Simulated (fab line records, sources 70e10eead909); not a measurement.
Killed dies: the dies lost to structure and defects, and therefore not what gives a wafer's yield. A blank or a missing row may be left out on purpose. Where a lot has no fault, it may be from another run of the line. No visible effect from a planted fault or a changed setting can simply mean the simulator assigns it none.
fab line records	flow nandHarc
[record] lots = 6	wafers = 18	lastDay = 24
route steps=1159 shown P_M1@296 END@1159
lots with no fault: from the same line, run without faults
startH: the number of hours between the record's first day and the start of the first shown wafer of the lot	waitH: how many hours have passed since the lot's step before this one	" same as the row above	L1.1+2: several wafers, shown together as one row	- no value, or no start given	* or withheld: withheld	< > ~ a bound
route shown NAME@n: NAME is a module with steps in the file, n the number in the route of the first one	usual: the fault-free wafers' mean and standard deviation	same: alike in all rows	chamber/n: place in a boat	sites: readings site by site	_std_site: the values' standard deviation	_edge_site: outer sites' mean less inner sites'	radiusMm: how far each site lies from the wafer's centre	mask NAME#n: copy n	behind: tool/chamber where the wafer was last shaped	hold: the reason the lot was held/the length of the hold in hours/how it ended	device: the transistor (n, p or np) that didn't switch	end of line: at the end of the route, the tests of the same wafers	for a step that has no rows: nothing shown but its recipe	killed: dies that structure and defects cost at the first sort, which is not the same as the wafer's yield	map: a wafer's dies, x killed, . not, _ none there
set.NAME: the setting as run; set.NAME@STEP: as run at that earlier step	model.NAME: the simulator's own value behind a step, which no gauge read
lots seen at some steps along the route; tables by step, rows by wafer
services: a tool's chamber out of use, with start hour (startH, from the record's first day; less than 0 if before it), hours out, and reason
[[steps]]
[step NHARC_P_M1_OVL_MEAS_10]
[recipe] pitchNm = 260
[usual] overlayXNm = -0.1/0.84	overlayYNm = 0.2/0.64
lot.wafer	tool	chamber	startH	waitH	overlayXNm	overlayYNm
L841.2	overlay-01	-	114.71	-	-0.1	0.7
L841.3	"	-	"	"	0.6	0.5
L841.6	"	-	"	"	1.0	0.1
L853.1	overlay-02	-	196.34	-	0.7	0.3
L853.3	"	-	"	"	1.1	0.5
L853.6	"	-	"	"	0.5	0.5
L857.4	overlay-01	-	215.74	-	0.5	0.8
L857.5	"	-	"	"	0.5	0.6
L857.6	"	-	"	"	0.0	1.0
L858.1	overlay-01	-	219.60	-	0.3	0.1
L858.2	"	-	"	"	0.3	-0.4
L858.4	"	-	"	"	0.4	-0.3
L862.1	overlay-01	-	246.92	-	0.6	-0.6
L862.3	"	-	"	"	1.1	-0.6
L862.5	"	-	"	"	1.1	-1.4
L864.4	overlay-02	-	269.80	-	-1.6	-0.5
L864.5	"	-	"	"	-1.3	-0.9
L864.6	"	-	"	"	-1.5	-0.3
[step NHARC_P_M1_INSPECT_11]
[usual] rawDefectCount = 3.6/2.3
lot.wafer	tool	chamber	startH	waitH	rawDefectCount
L841.2	defectInspect-02	-	114.74	0.0	7
L841.3	"	-	"	"	5
L841.6	"	-	"	"	5
L853.1	defectInspect-01	-	196.38	0.0	0
L853.3	"	-	"	"	5
L853.6	"	-	"	"	3
L857.4	defectInspect-01	-	215.77	0.0	2
L857.5	"	-	"	"	5
L857.6	"	-	"	"	1
L858.1	defectInspect-01	-	219.64	0.0	4
L858.2	"	-	"	"	5
L858.4	"	-	"	"	4
L862.1	defectInspect-01	-	246.95	0.0	6
L862.3	"	-	"	"	2
L862.5	"	-	"	"	4
L864.4	defectInspect-02	-	269.84	0.0	2
L864.5	"	-	"	"	3
L864.6	"	-	"	"	3
[step NHARC_P_M1_DESCUM_14]
[recipe] timeS = 3	o2FlowSccm = 200	arFlowSccm = 0	biasPowerW = 0	chemistry = O2
[step NHARC_P_M1_ETCH_35]
[recipe] targetDepthA = 400	overetchA = 120	timeS = 43.94	ionEnergyEv = 200	n2FlowSccm = 150	h2FlowSccm = 150	arFlowSccm = 0	rfW = 400	biasW = 150	chemistry = N2/H2
[step NHARC_P_M1_ETCH_15]
[recipe] targetDepthA = 1825	timeS = 91.2	c4f8FlowSccm = withheld	arFlowSccm = 400	rfW = 600	biasW = 300	chemistry = C4F8/Ar
[usual] oesProductAu = 0.958/0.02	rfVppV = 440.7/2.3
lot.wafer	tool	chamber	startH	waitH	oesProductAu	rfHoursCounterH	rfVppV
L841.3	rieDiel-10	0	-	-	0.970	8	441.6
L841.2	"	1	"	"	0.983	7	438.0
L841.6	"	3	"	"	0.968	-	439.1
L853.3	rieDiel-04	1	-	-	0.943	2	443.7
L853.1	"	2	"	"	0.930	2	438.2
L853.6	"	1	"	"	0.938	-	443.3
L857.4	rieDiel-10	3	-	-	0.970	3	439.0
L857.6	"	3	"	"	0.969	-	439.6
L857.5	"	0	"	"	0.941	-	442.9
L858.1	rieDiel-04	1	-	-	0.918	2	442.8
L858.2	"	3	"	"	0.919	2	441.0
L858.4	"	0	"	"	0.910	2	440.1
L862.1	rieDiel-02	1	-	-	0.968	5	440.8
L862.3	"	0	"	"	0.991	6	442.3
L862.5	"	2	"	"	0.974	-	444.1
L864.5	rieDiel-10	0	-	-	0.962	-	443.2
L864.4	"	2	"	"	0.970	-	441.6
L864.6	"	3	"	"	0.953	-	439.5
[step NHARC_P_M1_CD_MEAS_16]
[usual] cdNm = 130.1/0.77
lot.wafer	tool	chamber	startH	waitH	cdNm
L841.2	cdSem-02	-	115.11	-	128.7
L841.3	"	-	"	"	130.6
L841.6	"	-	"	"	129.8
L853.1	cdSem-01	-	196.87	-	129.6
L853.3	"	-	"	"	129.8
L853.6	"	-	"	"	128.2
L857.4	cdSem-02	-	216.15	-	129.3
L857.5	"	-	"	"	129.7
L857.6	"	-	"	"	130.6
L858.1	cdSem-02	-	220.01	-	129.2
L858.2	"	-	"	"	129.6
L858.4	"	-	"	"	130.0
L862.1	cdSem-02	-	247.32	-	130.1
L862.3	"	-	"	"	129.4
L862.5	"	-	"	"	130.9
L864.4	cdSem-03	-	270.26	-	129.7
L864.5	"	-	"	"	130.1
L864.6	"	-	"	"	129.3
[step NHARC_P_M1_STRIP_18]
[recipe] powerW = 1000	n2FlowSccm = 150	h2FlowSccm = 150	arFlowSccm = 0	biasW = 0	chemistry = N2/H2
[usual] drypumpMotorCurrentA = 5.8/0.32	oesProductAu = 1.001/0.011	rfVppV = 90.6/0.91	showerheadPlenumPTorr = 2.04/0.075	throttleValvePct = 14.172/0.0087
lot.wafer	tool	chamber	startH	waitH	drypumpMotorCurrentA	oesProductAu	rfHoursCounterH	rfVppV	showerheadPlenumPTorr	throttleValvePct
L841.3	rieDiel-02	3	115.18	0.1	5.9	1.010	9	92.0	1.96	14.172
L841.2	"	2	"	"	6.0	0.996	10	91.1	2.16	14.177
L841.6	"	0	"	"	5.8	1.005	-	90.9	2.11	14.188
L853.3	rieDiel-04	0	197.00	0.1	6.4	0.981	2	91.1	2.04	14.163
L853.1	"	1	"	"	5.9	1.009	2	90.6	2.13	14.174
L853.6	"	2	"	"	5.1	1.005	-	89.3	1.91	14.166
L857.4	rieDiel-04	1	216.31	0.2	5.9	1.006	2	91.0	2.13	14.173
L857.5	"	2	"	"	5.2	0.994	-	90.5	1.91	14.176
L857.6	"	3	"	"	5.3	0.997	-	89.7	2.04	14.172
L858.2	rieDiel-02	0	220.08	0.1	5.8	1.001	4	90.6	2.11	14.153
L858.4	"	1	"	"	6.0	1.009	4	91.1	2.00	14.179
L858.1	"	3	"	"	5.9	0.999	4	90.6	1.96	14.165
L862.1	rieDiel-10	1	247.40	0.1	5.3	0.998	4	90.7	1.94	14.179
L862.3	"	0	"	"	5.9	0.999	5	91.5	2.09	14.173
L862.5	"	2	"	"	5.9	1.006	-	89.6	2.00	14.177
L864.6	rieDiel-10	3	270.43	0.2	6.2	0.997	-	90.1	1.99	14.179
L864.5	"	0	"	"	5.9	0.989	-	90.7	2.09	14.167
L864.4	"	2	"	"	5.8	1.017	-	90.1	2.00	14.184
[step NHARC_P_M1_ETCH_28]
[recipe] targetDepthA = 300	overEtchFrac = 0.3	timeS = 72.99	ionEnergyEv = 150	cf4FlowSccm = 50	n2FlowSccm = 100	arFlowSccm = 150	rfW = 300	biasW = 100	chemistry = CF4/N2
[usual] drypumpMotorCurrentA = 5.8/0.32	oesProductAu = 1.002/0.01	rfVppV = 314.2/1.8	showerheadPlenumPTorr = 2.62/0.091	throttleValvePct = 19.794/0.0097
[same] overEtchFrac = 0.3
lot.wafer	tool	chamber	startH	waitH	drypumpMotorCurrentA	oesProductAu	rfHoursCounterH	rfVppV	showerheadPlenumPTorr	throttleValvePct
L841.2	rieDiel-02	1	-	-	6.1	1.002	9	314.2	2.59	19.805
L841.3	"	3	"	"	5.9	1.007	9	311.8	2.53	19.801
L841.6	"	1	"	"	6.1	1.009	-	313.3	2.58	19.809
L853.3	rieDiel-04	0	-	-	6.4	0.981	2	316.3	2.63	19.792
L853.1	"	3	"	"	5.3	1.005	2	315.0	2.63	19.784
L853.6	"	0	"	"	6.4	0.983	-	313.3	2.63	19.800
L857.4	rieDiel-04	1	-	-	5.8	1.003	2	317.4	2.73	19.784
L857.5	"	0	"	"	6.4	0.989	-	314.2	2.63	19.791
L857.6	"	1	"	"	5.8	0.997	-	316.4	2.73	19.780
L858.2	rieDiel-02	1	-	-	6.1	1.007	4	313.5	2.58	19.806
L858.1	"	2	"	"	6.0	1.023	4	316.5	2.76	19.792
L858.4	"	3	"	"	5.9	0.994	4	312.9	2.53	19.791
L862.3	rieDiel-10	1	-	-	5.3	0.996	4	311.4	2.51	19.787
L862.1	"	0	"	"	5.9	1.006	5	314.2	2.68	19.795
L862.5	"	2	"	"	5.8	0.990	-	313.5	2.58	19.788
L864.5	rieDiel-10	0	-	-	5.9	1.009	-	314.0	2.68	19.779
L864.6	"	2	"	"	5.8	1.019	-	313.5	2.58	19.779
L864.4	"	3	"	"	6.2	1.000	-	314.0	2.57	19.792
[step NHARC_P_M1_STRIP_19]
[recipe] timeS = 600	tempC = 30	chemistry = postEtchResidueRemover
[step NHARC_P_M1_DEGAS_29]
[recipe] tempC = 250	timeS = 60
[usual] heaterPowerW = 356/54	susceptorTempC = 250.01/0.17
lot.wafer	tool	chamber	startH	waitH	heaterPowerW	susceptorTempC
L841.2	pvdSputter-02	-	115.84	-	474	250.20
L841.3	"	-	"	"	301	249.94
L841.6	"	-	"	"	473	249.73
L853.1	pvdSputter-03	-	197.60	-	367	250.08
L853.3	"	-	"	"	338	249.74
L853.6	"	-	"	"	300	249.72
L857.4	pvdSputter-03	-	216.89	-	307	-
L857.6	"	-	"	"	342	-
L857.5	"	-	"	"	406	-
L858.1	pvdSputter-01	-	220.72	-	343	249.99
L858.4	"	-	"	"	318	249.90
L858.2	"	-	"	"	358	249.74
L862.1	pvdSputter-02	-	248.12	-	318	250.07
L862.3	"	-	"	"	288	249.77
L862.5	"	-	"	"	327	250.23
L864.4	pvdSputter-02	-	271.03	-	328	250.32
L864.5	"	-	"	"	342	249.96
L864.6	"	-	"	"	322	249.54
[step NHARC_P_M1_PRE_CLEAN_30]
[recipe] timeS = 30	tempC = 280	gas = H2/He
[step NHARC_P_M1_PVD_20]
[recipe] targetThkA = 50	biasV = 168.6	powerW = 15000	chamberPressurePa = 0.12	timeS = 8.06	substrateTempC = 50	material = TaN
[usual] biasV = 168.7/1.9	cathodeDcPowerW = 15000/2.9	throttleValvePct = 29.7/1.1
lot.wafer	tool	chamber	startH	waitH	biasV	cathodeDcPowerW	throttleValvePct
L841.2	pvdSputter-02	-	-	-	166.5	15002	29.2
L841.3	"	-	"	"	169.2	15001	29.8
L841.6	"	-	"	"	169.6	15000	28.5
L853.1	pvdSputter-03	-	-	-	172.5	14998	31.7
L853.3	"	-	"	"	169.6	15005	28.9
L853.6	"	-	"	"	169.3	14999	29.4
L857.4	pvdSputter-03	-	-	-	167.9	14998	31.5
L857.5	"	-	"	"	165.0	14996	31.5
L857.6	"	-	"	"	166.5	14999	29.2
L858.1	pvdSputter-01	-	-	-	173.3	14999	30.8
L858.2	"	-	"	"	170.3	14999	31.2
L858.4	"	-	"	"	166.6	14999	28.5
L862.3	pvdSputter-02	-	-	-	167.4	14999	30.5
L862.1	"	-	"	"	169.0	14996	29.3
L862.5	"	-	"	"	168.4	15002	30.3
L864.4	pvdSputter-02	-	-	-	166.1	14995	29.4
L864.6	"	-	"	"	168.0	14999	29.2
L864.5	"	-	"	"	170.9	14999	29.7
[step NHARC_P_M1_PVD_21]
[recipe] targetThkA = 300	chamberPressurePa = 5	powerW = 5000	substrateTempC = 30	timeS = 20.49	material = Cu
[usual] cathodeDcPowerW = 5000.0/0.98	chamberPressurePa = 5.000/0.0099	throttleValvePct = 29.8/1.1
lot.wafer	tool	chamber	startH	waitH	cathodeDcPowerW	chamberPressurePa	throttleValvePct
L841.3	pvdSputter-02	-	116.06	-	5000.6	5.016	28.5
L841.2	"	-	"	"	4999.5	5.006	29.6
L841.6	"	-	"	"	4999.1	5.002	29.3
L853.3	pvdSputter-03	-	197.83	-	5001.3	5.009	31.7
L853.1	"	-	"	"	5000.0	5.011	31.3
L853.6	"	-	"	"	4999.8	5.015	29.3
L857.4	pvdSputter-03	-	217.11	-	-	-	-
L857.6	"	-	"	"	-	-	-
L857.5	"	-	"	"	-	-	-
L858.2	pvdSputter-01	-	220.95	-	-	-	-
L858.4	"	-	"	"	-	-	-
L858.1	"	-	"	"	-	-	-
L862.3	pvdSputter-02	-	248.34	-	5001.2	5.004	29.3
L862.1	"	-	"	"	5000.8	4.996	30.8
L862.5	"	-	"	"	5000.4	4.996	29.5
L864.4	pvdSputter-02	-	271.26	-	5001.8	4.986	30.6
L864.5	"	-	"	"	5000.5	4.987	30.4
L864.6	"	-	"	"	4999.3	4.997	30.4
[step NHARC_P_M1_ECD_22]
[recipe] targetThkA = 4000	bathTempC = 25	material = Cu
[step NHARC_END_SORT_01]
[recipe] tempC = 25
[usual] defectLimitedYield = 95.2/1.3	killedAtArray = 29/9.4	killedAtOther = 0.7/1.3	killedAtPeriphery = 2.9/2.1	killedDies = 32/9	killedOpen = 3.3/1.8	killedShort = 1.9/1.4	sort_bin_2_pct = 1.4/0.53	sort_bin_3_pct = 0.28/0.21	sort_bin_4_pct = 3.1/0.91	sortNPass = 645/9	sortRimYieldPct = 97.4/1.7	sortYieldPct = 95.2/1.3
[same] grossDies = 677	sort_bin_5_pct[%] = 0	sort_bin_6_pct[%] = 0	sort_bin_7_pct[%] = 0	sort_bin_8_pct[%] = 0	sortRimNGross = 106.00
lot.wafer	tool	chamber	startH	waitH	defectLimitedYield[%]	killedAtArray	killedAtOther	killedAtPeriphery	killedDies	killedOpen	killedShort	sort_bin_2_pct[%]	sort_bin_3_pct[%]	sort_bin_4_pct[%]	sortNPass	sortRimYieldPct[%]	sortYieldPct[%]
L841.2	prober-02	0	472.32	2.8	95.3	28	0	4	32	1	5	1.2	0.15	3.4	645	98.1	95.3
L841.3	prober-02	0	473.11	3.1	95.4	28	0	3	31	3	0	0.9	0.15	3.5	646	97.2	95.4
L841.6	prober-02	0	475.46	3.9	95.0	30	0	4	34	3	2	1.2	0.44	3.4	643	98.1	95.0
L853.1	prober-02	0	511.84	2.5	93.1	45	0	2	47	1	2	1.0	0.59	5.3	630	97.2	93.1
L853.3	prober-02	0	513.42	3.1	92.5	47	0	4	51	3	4	1.6	0.44	5.5	626	96.2	92.5
L853.6	prober-02	0	515.79	4.0	94.8	33	0	2	35	6	1	1.5	0.30	3.4	642	98.1	94.8
L858.1	prober-02	0	548.01	2.5	0	29	2	646	677	3	3	96.5	0.30	3.2	0	0	0
L858.2	prober-02	0	548.79	2.8	0	28	2	647	677	3	2	97.0	0	3.0	0	0	0
L858.4	prober-02	0	550.36	3.4	0	26	3	648	677	6	3	97.0	0.15	2.8	0	0	0
L857.4	prober-01	0	558.22	3.4	0	25	1	651	677	3	3	97.2	0.15	2.7	0	0	0
L857.5	prober-01	0	559.03	3.7	0	30	2	645	677	0	0	95.9	0.74	3.4	0	0	0
L857.6	prober-01	0	559.83	4.0	0	27	1	649	677	6	3	96.9	0.15	3.0	0	0	0
L862.1	prober-01	0	571.44	2.5	91.9	52	0	3	55	1	0	2.4	0.89	4.9	622	100.0	91.9
L862.3	prober-01	0	573.04	3.1	92.2	52	0	1	53	1	2	2.1	0.30	5.5	624	97.2	92.2
L862.5	prober-01	0	574.64	3.7	92.5	48	0	3	51	4	1	2.4	0.44	4.7	626	99.1	92.5
// killed by level:class
L841.2 A_CHANNEL_HOLE_D1:chamberFilmFlake=12 A_SLIT:chamberFilmFlake=6 A_M1:geometricParticle:short=2 P_GATE:chamberFilmFlake=2 A_STAIRCASE:chamberFilmFlake=2 A_CHANNEL_FILL_D1:geometricParticle:short=1 A_SGD_CUT:geometricParticle:short=1 A_BLC:geometricParticle:open=1
L841.3 A_SLIT:chamberFilmFlake=12 A_CHANNEL_HOLE_D1:chamberFilmFlake=9 A_CONTACT:chamberFilmFlake=4 A_CONTACT:geometricParticle:open=2 P_BONDPAD:chamberFilmFlake=2 A_SGD_CUT:geometricParticle:open=1 P_GATE:chamberFilmFlake=1
L841.6 A_CHANNEL_HOLE_D1:chamberFilmFlake=9 A_SLIT:chamberFilmFlake=7 A_STAIRCASE:chamberFilmFlake=4 P_GATE:chamberFilmFlake=3 A_CONTACT:chamberFilmFlake=3 A_CHANNEL_HOLE_D1:geometricParticle:open=1 A_SGD_CUT:geometricParticle:open=1 A_CONTACT:geometricParticle:short=1
L853.1 A_CHANNEL_HOLE_D1:chamberFilmFlake=16 A_SLIT:chamberFilmFlake=14 A_STAIRCASE:chamberFilmFlake=8 A_CONTACT:chamberFilmFlake=5 P_M0:geometricParticle:short=1 A_WL_FILL:geometricParticle:short=1 A_M1:geometricParticle:open=1 P_BONDPAD:chamberFilmFlake=1
L853.3 A_SLIT:chamberFilmFlake=21 A_CHANNEL_HOLE_D1:chamberFilmFlake=8 A_STAIRCASE:chamberFilmFlake=6 A_CONTACT:chamberFilmFlake=6 P_M0:geometricParticle:open=1 A_ONON_D1:geometricParticle:short=1 A_CHANNEL_FILL_D1:geometricParticle:open=1 A_SGD_CUT:geometricParticle:short=1
L853.6 A_CHANNEL_HOLE_D1:chamberFilmFlake=13 A_SLIT:chamberFilmFlake=10 A_ONON_D1:geometricParticle:open=3 A_STAIRCASE:chamberFilmFlake=2 P_CONTACT:geometricParticle:open=1 A_SGD_CUT:geometricParticle:open=1 A_WL_FILL:geometricParticle:short=1 A_WL_FILL:geometricParticle:open=1
L858.1 P_M1:areaPvd=642 A_CHANNEL_HOLE_D1:chamberFilmFlake=16 A_CHANNEL_FILL_D1:chamberFilmFlake=5 A_CONTACT:chamberFilmFlake=3 THIN_TSV:chamberFilmFlake=2 P_M0:geometricParticle:open=1 P_M1:geometricParticle:open=1 A_ONON_D1:geometricParticle:open=1
L858.2 P_M1:areaPvd=644 A_CHANNEL_HOLE_D1:chamberFilmFlake=17 A_CONTACT:chamberFilmFlake=3 THIN_TSV:chamberFilmFlake=2 P_M0:geometricParticle:open=1 A_ONON_D1:geometricParticle:short=1 A_CHANNEL_HOLE_D1:geometricParticle:open=1 A_CHANNEL_FILL_D1:geometricParticle:open=1
L858.4 P_M1:areaPvd=643 A_CHANNEL_HOLE_D1:chamberFilmFlake=12 A_CHANNEL_FILL_D1:chamberFilmFlake=3 A_CONTACT:chamberFilmFlake=3 THIN_TSV:chamberFilmFlake=3 A_ZERO_WELL:chamberFilmFlake=2 P_STI:geometricParticle:open=1 P_M0:geometricParticle:short=1
L857.4 P_M1:areaPvd=649 A_SLIT:chamberFilmFlake=15 A_CHANNEL_HOLE_D1:chamberFilmFlake=4 A_BLC:geometricParticle:short=2 P_M1:geometricParticle:open=1 A_WL_FILL:geometricParticle:open=1 A_CONTACT:geometricParticle:short=1 A_CONTACT:geometricParticle:open=1
L857.5 P_M1:areaPvd=641 A_SLIT:chamberFilmFlake=16 A_CHANNEL_HOLE_D1:chamberFilmFlake=12 P_ZERO_WELL:chamberFilmFlake=2 P_GATE:chamberFilmFlake=2 THIN_TSV:chamberFilmFlake=2 A_STAIRCASE:chamberFilmFlake=1 A_CONTACT:chamberFilmFlake=1
L857.6 P_M1:areaPvd=647 A_SLIT:chamberFilmFlake=10 A_CHANNEL_HOLE_D1:chamberFilmFlake=9 A_WL_FILL:geometricParticle:open=2 P_CONTACT:geometricParticle:short=1 P_M1:geometricParticle:open=1 A_ONON_D1:geometricParticle:open=1 A_ONON_D1:geometricParticle:short=1
L862.1 A_CHANNEL_HOLE_D1:chamberFilmFlake=28 A_SLIT:chamberFilmFlake=22 A_M0:geometricParticle:open=1 P_ZERO_WELL:chamberFilmFlake=1 P_STI:chamberFilmFlake=1 P_GATE:chamberFilmFlake=1 A_WL_FILL:chamberFilmFlake=1
L862.3 A_CHANNEL_HOLE_D1:chamberFilmFlake=24 A_SLIT:chamberFilmFlake=24 P_GATE:geometricParticle:open=1 A_CHANNEL_FILL_D1:geometricParticle:short=1 A_M0:geometricParticle:short=1 A_STAIRCASE:chamberFilmFlake=1 A_CONTACT:chamberFilmFlake=1
L862.5 A_CHANNEL_HOLE_D1:chamberFilmFlake=24 A_SLIT:chamberFilmFlake=20 P_ZERO_WELL:chamberFilmFlake=2 P_M1:geometricParticle:open=1 A_CHANNEL_HOLE_D1:geometricParticle:open=1 A_SGD_CUT:geometricParticle:open=1 A_BLC:geometricParticle:open=1 A_M0:geometricParticle:short=1
// map L857.4 (x killed, . not)
____________x____________
_________xxxxxxx_________
_______xxxxxxxxxxx_______
______xxxxxxxxxxxxx______
_____xxxxxxxxxxxxxxx_____
____xxxxxxxxxxxxxxxxx____
____xxxxxxxxxxxxxxxxx____
___xxxxxxxxxxxxxxxxxxx___
___xxxxxxxxxxxxxxxxxxx___
__xxxxxxxxxxxxxxxxxxxxx__
__xxxxxxxxxxxxxxxxxxxxx__
_xxxxxxxxxxxxxxxxxxxxxxx_
_xxxxxxxxxxxxxxxxxxxxxxx_
_xxxxxxxxxxxxxxxxxxxxxxx_
_xxxxxxxxxxxxxxxxxxxxxxx_
_xxxxxxxxxxxxxxxxxxxxxxx_
xxxxxxxxxxxxxxxxxxxxxxxxx
xxxxxxxxxxxxxxxxxxxxxxxxx
xxxxxxxxxxxxxxxxxxxxxxxxx
xxxxxxxxxxxxxxxxxxxxxxxxx
xxxxxxxxxxxxxxxxxxxxxxxxx
_xxxxxxxxxxxxxxxxxxxxxxx_
_xxxxxxxxxxxxxxxxxxxxxxx_
_xxxxxxxxxxxxxxxxxxxxxxx_
_xxxxxxxxxxxxxxxxxxxxxxx_
_xxxxxxxxxxxxxxxxxxxxxxx_
__xxxxxxxxxxxxxxxxxxxxx__
__xxxxxxxxxxxxxxxxxxxxx__
___xxxxxxxxxxxxxxxxxxx___
___xxxxxxxxxxxxxxxxxxx___
____xxxxxxxxxxxxxxxxx____
____xxxxxxxxxxxxxxxxx____
_____xxxxxxxxxxxxxxx_____
______xxxxxxxxxxxxx______
_______xxxxxxxxxxx_______
_________xxxxxxx_________
____________x____________
// map L858.1 (x killed, . not)
____________x____________
_________xxxxxxx_________
_______xxxxxxxxxxx_______
______xxxxxxxxxxxxx______
_____xxxxxxxxxxxxxxx_____
____xxxxxxxxxxxxxxxxx____
____xxxxxxxxxxxxxxxxx____
___xxxxxxxxxxxxxxxxxxx___
___xxxxxxxxxxxxxxxxxxx___
__xxxxxxxxxxxxxxxxxxxxx__
__xxxxxxxxxxxxxxxxxxxxx__
_xxxxxxxxxxxxxxxxxxxxxxx_
_xxxxxxxxxxxxxxxxxxxxxxx_
_xxxxxxxxxxxxxxxxxxxxxxx_
_xxxxxxxxxxxxxxxxxxxxxxx_
_xxxxxxxxxxxxxxxxxxxxxxx_
xxxxxxxxxxxxxxxxxxxxxxxxx
xxxxxxxxxxxxxxxxxxxxxxxxx
xxxxxxxxxxxxxxxxxxxxxxxxx
xxxxxxxxxxxxxxxxxxxxxxxxx
xxxxxxxxxxxxxxxxxxxxxxxxx
_xxxxxxxxxxxxxxxxxxxxxxx_
_xxxxxxxxxxxxxxxxxxxxxxx_
_xxxxxxxxxxxxxxxxxxxxxxx_
_xxxxxxxxxxxxxxxxxxxxxxx_
_xxxxxxxxxxxxxxxxxxxxxxx_
__xxxxxxxxxxxxxxxxxxxxx__
__xxxxxxxxxxxxxxxxxxxxx__
___xxxxxxxxxxxxxxxxxxx___
___xxxxxxxxxxxxxxxxxxx___
____xxxxxxxxxxxxxxxxx____
____xxxxxxxxxxxxxxxxx____
_____xxxxxxxxxxxxxxx_____
______xxxxxxxxxxxxx______
_______xxxxxxxxxxx_______
_________xxxxxxx_________
____________x____________
[[services]]
tool	chamber	startH	hours	kind
pvdSputter-03	-	102.00	10.0	pm
rieDiel-10	0	106.67	-	clean
rieDiel-10	1	106.67	-	clean
rieDiel-10	2	106.67	-	clean
rieDiel-10	3	106.67	-	clean
rieDiel-04	-	111.90	9.0	pm
pvdSputter-01	-	121.76	0.5	repair
pvdSputter-01	-	150.09	2.0	repair
rieDiel-02	-	150.70	9.0	pm
pvdSputter-01	-	158.00	10.0	pm
pvdSputter-03	-	164.64	4.3	repair
rieDiel-04	3	167.13	1.8	repair
rieDiel-02	3	175.22	6.3	repair
rieDiel-10	-	176.50	9.0	pm
rieDiel-04	3	182.45	3.8	repair
rieDiel-04	1	197.18	5.8	repair
pvdSputter-02	-	214.02	10.0	pm
rieDiel-10	3	233.23	27.6	repair
rieDiel-04	3	236.02	1.7	repair
rieDiel-04	1	239.57	16.0	repair
rieDiel-02	3	242.07	2.6	repair
pvdSputter-03	-	249.94	2.9	repair
rieDiel-10	1	251.93	5.6	repair
rieDiel-10	1	269.48	8.4	repair
[[key]]
[firstSign] step = NHARC_P_M1_PVD_21	reading = toolRecord	direction = missing
[effect] step = NHARC_END_SORT_01	reading = killedAtPeriphery	direction = up	sigmas = 99+	usual = 2.9	struck = 647.7
[moreKillsBornAt] NHARC_P_M1_PVD_21@pvdSputter-03 = 1937	NHARC_P_M1_PVD_21@pvdSputter-01 = 1929
metAt NHARC_P_M1_PVD_21
struckWafers L857.4,L857.5,L857.6,L858.1,L858.2,L858.4
laterRowsLeftOut L857.4,L857.5,L857.6,L858.1,L858.2,L858.4
onsetBetween 197.83 217.11
[fault] kind = skippedStepWhole	tool = pvdSputter-01,pvdSputter-03	chamber = -	onsetH = 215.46	steps = NHARC_P_M1_PVD_21	scope = struckLotsOnly
// laterRowsLeftOut: the simulator's readings of these wafers behind a module that went badly wrong aren't trusted and aren't shown, but for the sort
